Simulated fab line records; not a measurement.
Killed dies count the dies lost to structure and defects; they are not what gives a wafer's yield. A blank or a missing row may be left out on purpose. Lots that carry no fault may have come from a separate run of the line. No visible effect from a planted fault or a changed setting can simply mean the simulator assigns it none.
A lot that was struck, set against a sound lot :: flow nandHarc :: 15 steps out of a route of 1159
Sound: the wafers L463.1, L463.5, L463.6. The struck wafers were L462.1, L462.4, L462.5. At the end, the cause is stated.
For every step that has rows: the tool of each side, followed by ch and its chambers, followed by its first start. Under that, the readings that differ: sound wafers :: struck wafers :: difference of the means :: sigmas: that difference in standard deviations of wafers without a fault.
alike: readings with means less than 2 such deviations apart, plus words and numbers identical on both sides. not compared: withheld readings, readings lacking a value on some wafer, bounds such as >300 that could conceal the same value, and numbers that have no deviation in the record and whose values overlap.
Wherever a step has rows on one side only, a row that says differs or no value, or a row with sigmas, the two part there. When numbers do not overlap yet have no deviation, they are printed without sigmas and do not part them. A reading missing from all wafers of one side parts the sides only when that side holds two or more wafers.

first, 4 steps without rows for these wafers: NHARC_THIN_TSV_EBR_29; NHARC_THIN_TSV_EXPOSE_30 (exposes mask PAD); NHARC_THIN_TSV_PEB_31 (peb time 85 s); NHARC_THIN_TSV_DEVELOP_32 (time 70 s).
NHARC_THIN_TSV_CD_MEAS_33 targets a cd of 5000 nm.
  sound on cdSem-01 ch 0, day 24 18:06; struck on cdSem-03 ch 0, day 24 02:47
reading: cdNm (nm)
sound: 5001.8 5001.7 5001.7
struck: 5000.0 4998.1 4998.0
difference: -3.0
sigmas: -2
then, 1 step without rows for these wafers: NHARC_THIN_TSV_HARDBAKE_34 (time 80 s).
NHARC_THIN_TSV_DESCUM_35: chemistry O2, time 3 s.
  sound on rieDiel-06 ch 0,1,2, day 24 18:18; struck on rieDiel-08 ch 0,3, day 24 02:58
  alike: drypumpMotorCurrentA, oesProductAu, rfVppV, showerheadPlenumPTorr, throttleValvePct
  not compared: rfHoursCounterH
NHARC_THIN_TSV_ETCH_59: etches the open film in Cl2/BCl3, target depth 880 nm, time 138.1 s.
  sound on rieMetal-01 ch 0,1, day 24 18:25; struck on rieMetal-01 ch 0,1, day 24 03:08
  alike: drypumpMotorCurrentA, mfcCl2Sccm, oesProductAu, throttleValvePct
  not compared: rfHoursCounterH
NHARC_THIN_TSV_ETCH_36: etches the open film in Cl2/BCl3, target depth 65 nm, time 18.571 s.
  sound on rieMetal-01 ch 0,1, day 24 18:39; struck on rieMetal-01 ch 1, day 24 03:22
  alike: drypumpMotorCurrentA, oesProductAu
  not compared: rfHoursCounterH
NHARC_THIN_TSV_STRIP_56: strips in O2.
  sound on plasmaAsher-01 ch 0,1, day 24 18:48; struck on plasmaAsher-01 ch 0,1, day 24 03:28
  alike: drypumpMotorCurrentA, heaterPowerW
  not compared: rfHoursCounterH
then, 1 step without rows for these wafers: NHARC_THIN_TSV_STRIP_57 (strips in post etch residue remover, time 1200 s).
NHARC_THIN_TSV_CD_MEAS_37:
  sound on cdSem-02 at day 24 19:32; struck on cdSem-03 at day 24 04:16
  alike: cdNm
NHARC_THIN_TSV_ANNEAL_58: time 1800 s.
  sound on furnace-04 ch 0, day 24 21:04; struck on furnace-08 ch 0, day 24 06:14
reading: spikeTcBottomC (C)
sound: 425.9 423.1 424.6
struck: 453.7 452.5 453.6
difference: +28.7
sigmas: +29

reading: spikeTcCentreC (C)
sound: 401.3 399.4 401.7
struck: 429.6 432.0 428.7
difference: +29.3
sigmas: +27

reading: spikeTcLowerC (C)
sound: 400.5 399.8 400.5
struck: 432.4 430.3 430.4
difference: +30.8
sigmas: +31

reading: spikeTcTopC (C)
sound: 436 434 436
struck: 455 457 457
difference: +21
sigmas: +7

reading: spikeTcUpperC (C)
sound: 399.1 399.2 400.1
struck: 428.5 430.8 430.7
difference: +30.5
sigmas: +25
NHARC_THIN_TSV_INSPECT_40:
  sound on defectInspect-02 at day 24 22:30; struck on defectInspect-01 at day 24 07:43
  alike: rawDefectCount
NHARC_END_SORT_01:
  sound on prober-01 ch 0, day 25 01:34; struck on prober-01 ch 0, day 24 10:49
reading: killedAtPeriphery
sound: 6 8 9
struck: 1 1 4
difference: -6
sigmas: -2

reading: killedOpen
sound: 3 8 8
struck: 1 1 0
difference: -6
sigmas: -3
  alike: defectLimitedYield, killedAtArray, killedAtOther, killedDies, killedShort, sort_bin_2_pct, sort_bin_3_pct, sort_bin_4_pct, sortNPass, sortRimYieldPct, sortYieldPct

== WHERE THEY PART ==
At NHARC_THIN_TSV_CD_MEAS_33 first; at NHARC_END_SORT_01 last (within this record only).

WHY: the cause the simulator had injected
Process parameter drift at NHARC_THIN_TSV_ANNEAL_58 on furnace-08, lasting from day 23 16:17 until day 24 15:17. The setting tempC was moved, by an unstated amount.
